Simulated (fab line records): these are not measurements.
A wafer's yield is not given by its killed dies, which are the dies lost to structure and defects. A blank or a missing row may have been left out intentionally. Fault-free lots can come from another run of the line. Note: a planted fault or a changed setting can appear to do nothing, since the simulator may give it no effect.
Matching of chambers / flow n5Finfet / rieDiel-03 running N5_BEOL_M11_STRIP_19: 4 sister chambers
The step strips in O2. 14 wafers are shown with their chamber, then 7 later ones without.

== EACH WAFER AND ITS CHAMBER ==
wafer=L899.1; chamber=1; showerheadPlenumPTorr (Torr)=2.17; drypumpMotorCurrentA (A)=5.5; oesProductAu (a.u.)=0.73
wafer=L899.4; chamber=0; showerheadPlenumPTorr (Torr)=2.16; drypumpMotorCurrentA (A)=5.3; oesProductAu (a.u.)=0.69
wafer=L899.6; chamber=3; showerheadPlenumPTorr (Torr)=1.92; drypumpMotorCurrentA (A)=5.3; oesProductAu (a.u.)=0.75
wafer=L906.1; chamber=3; showerheadPlenumPTorr (Torr)=1.92; drypumpMotorCurrentA (A)=5.2; oesProductAu (a.u.)=0.73
wafer=L906.2; chamber=2; showerheadPlenumPTorr (Torr)=2.18; drypumpMotorCurrentA (A)=5.2; oesProductAu (a.u.)=0.72
wafer=L906.4; chamber=2; showerheadPlenumPTorr (Torr)=2.18; drypumpMotorCurrentA (A)=5.1; oesProductAu (a.u.)=0.71
wafer=L908.2; chamber=2; showerheadPlenumPTorr (Torr)=2.17; drypumpMotorCurrentA (A)=5.1; oesProductAu (a.u.)=0.71
wafer=L908.3; chamber=0; showerheadPlenumPTorr (Torr)=2.15; drypumpMotorCurrentA (A)=5.4; oesProductAu (a.u.)=0.97
wafer=L908.5; chamber=3; showerheadPlenumPTorr (Torr)=1.92; drypumpMotorCurrentA (A)=5.2; oesProductAu (a.u.)=0.73
wafer=L910.1; chamber=1; showerheadPlenumPTorr (Torr)=2.16; drypumpMotorCurrentA (A)=5.5; oesProductAu (a.u.)=0.70
wafer=L910.3; chamber=0; showerheadPlenumPTorr (Torr)=2.15; drypumpMotorCurrentA (A)=5.4; oesProductAu (a.u.)=0.96
wafer=L910.6; chamber=2; showerheadPlenumPTorr (Torr)=2.17; drypumpMotorCurrentA (A)=5.2; oesProductAu (a.u.)=0.71
wafer=L911.4; chamber=1; showerheadPlenumPTorr (Torr)=2.16; drypumpMotorCurrentA (A)=5.4; oesProductAu (a.u.)=0.71
wafer=L911.5; chamber=1; showerheadPlenumPTorr (Torr)=2.16; drypumpMotorCurrentA (A)=5.5; oesProductAu (a.u.)=0.72

SIGNATURES (means of the wafers above)
reading=showerheadPlenumPTorr; chamber 0=2.1533; chamber 1=2.1625; chamber 2=2.1750; chamber 3=1.9200; scatter within a chamber=0.00492
reading=drypumpMotorCurrentA; chamber 0=5.367; chamber 1=5.475; chamber 2=5.150; chamber 3=5.233; scatter within a chamber=0.0555
reading=oesProductAu; chamber 0=0.8733; chamber 1=0.7150; chamber 2=0.7125; chamber 3=0.7367; scatter within a chamber=0.0716
Rule: for a wafer and a chamber, the distance is found by dividing, reading by reading, the gap between the wafer's reading and the chamber's mean by the reading's scatter, squaring, summing and taking the root. If the next closest chamber is less than 2 further off than the closest, the wafer can't be placed; otherwise it belongs to the closest. The scatter: take each reading less its chamber's mean, square it, sum over the shown wafers, divide by the number of wafers less the number of chambers, and take the root.

== WAFERS WITH NO CHAMBER GIVEN ==
wafer=L911.6; showerheadPlenumPTorr (Torr)=2.17; drypumpMotorCurrentA (A)=5.1; oesProductAu (a.u.)=0.71
wafer=L913.1; showerheadPlenumPTorr (Torr)=2.15; drypumpMotorCurrentA (A)=5.4; oesProductAu (a.u.)=0.93
wafer=L913.4; showerheadPlenumPTorr (Torr)=2.16; drypumpMotorCurrentA (A)=5.4; oesProductAu (a.u.)=0.70
wafer=L913.5; showerheadPlenumPTorr (Torr)=2.15; drypumpMotorCurrentA (A)=5.4; oesProductAu (a.u.)=0.93
wafer=L915.1; showerheadPlenumPTorr (Torr)=2.16; drypumpMotorCurrentA (A)=5.4; oesProductAu (a.u.)=0.71
wafer=L915.3; showerheadPlenumPTorr (Torr)=2.17; drypumpMotorCurrentA (A)=5.1; oesProductAu (a.u.)=0.71
wafer=L915.4; showerheadPlenumPTorr (Torr)=2.15; drypumpMotorCurrentA (A)=5.3; oesProductAu (a.u.)=0.93

== EACH ONE'S CHAMBER ==
wafer=L911.6; from the rows above=2; in truth=2
wafer=L913.1; from the rows above=0; in truth=0
wafer=L913.4; from the rows above=can't be placed: 1 or 0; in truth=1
wafer=L913.5; from the rows above=0; in truth=0
wafer=L915.1; from the rows above=can't be placed: 1 or 0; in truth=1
wafer=L915.3; from the rows above=2; in truth=2
wafer=L915.4; from the rows above=0; in truth=0
Correctly placed: 5 of 7. Cannot be placed on the basis of these rows: 2; the candidates contain the true chamber in 2. Placed wrongly: 0.
